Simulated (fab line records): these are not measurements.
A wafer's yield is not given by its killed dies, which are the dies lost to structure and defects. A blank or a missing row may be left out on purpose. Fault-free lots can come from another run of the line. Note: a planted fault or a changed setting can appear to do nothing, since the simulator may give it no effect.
Matching of chambers | flow nandHarc | pecvd-04 running NHARC_A_STAIRCASE_DEP_322: 3 sister chambers
The step deposits SiO2, target thk 3800 nm. 6 wafers are shown with their chamber, then 9 later ones without.

WAFERS PAIRED WITH THEIR CHAMBERS
wafer  | chamber | heaterPowerW (W)
L078.4 | 1       | 666
L081.1 | 1       | 821
L084.1 | 0       | 590
L082.2 | 2       | 808
L082.4 | 2       | 642
L082.5 | 0       | 472

WAFERS WITHOUT THEIR CHAMBER
wafer  | heaterPowerW (W)
L085.1 | 743
L085.3 | 729
L085.6 | 656
L089.2 | 764
L089.4 | 637
L089.5 | 467
L094.1 | 770
L094.2 | 611
L094.5 | 646

CHAMBER TAKEN BY EACH
wafer  | from the rows above          | in truth
L085.1 | can't be placed: 1 or 2      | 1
L085.3 | can't be placed: 2 or 1 or 0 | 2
L085.6 | can't be placed: 2 or 1 or 0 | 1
L089.2 | can't be placed: 1 or 2      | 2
L089.4 | can't be placed: 2 or 0 or 1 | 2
L089.5 | can't be placed: 0 or 2      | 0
L094.1 | can't be placed: 1 or 2      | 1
L094.2 | can't be placed: 0 or 2 or 1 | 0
L094.5 | can't be placed: 2 or 1 or 0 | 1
Correctly placed: 0 of 9. Cannot be placed on the basis of these rows: 9; the candidates contain the true chamber in 9. 0 placed wrongly.
How it was worked out, from the rows above alone: a wafer's distance from a chamber is the root of the sum, over the readings, of the square of ((its reading less the chamber's mean) divided by the reading's scatter). The wafer belongs to the nearest chamber; if the next one is less than 2 further off, it can't be placed. A chamber's mean is the mean of its shown wafers. The scatter is the square root of a quotient: the sum, over the shown wafers, of each reading's squared deviation from its chamber's mean, divided by wafers minus chambers.
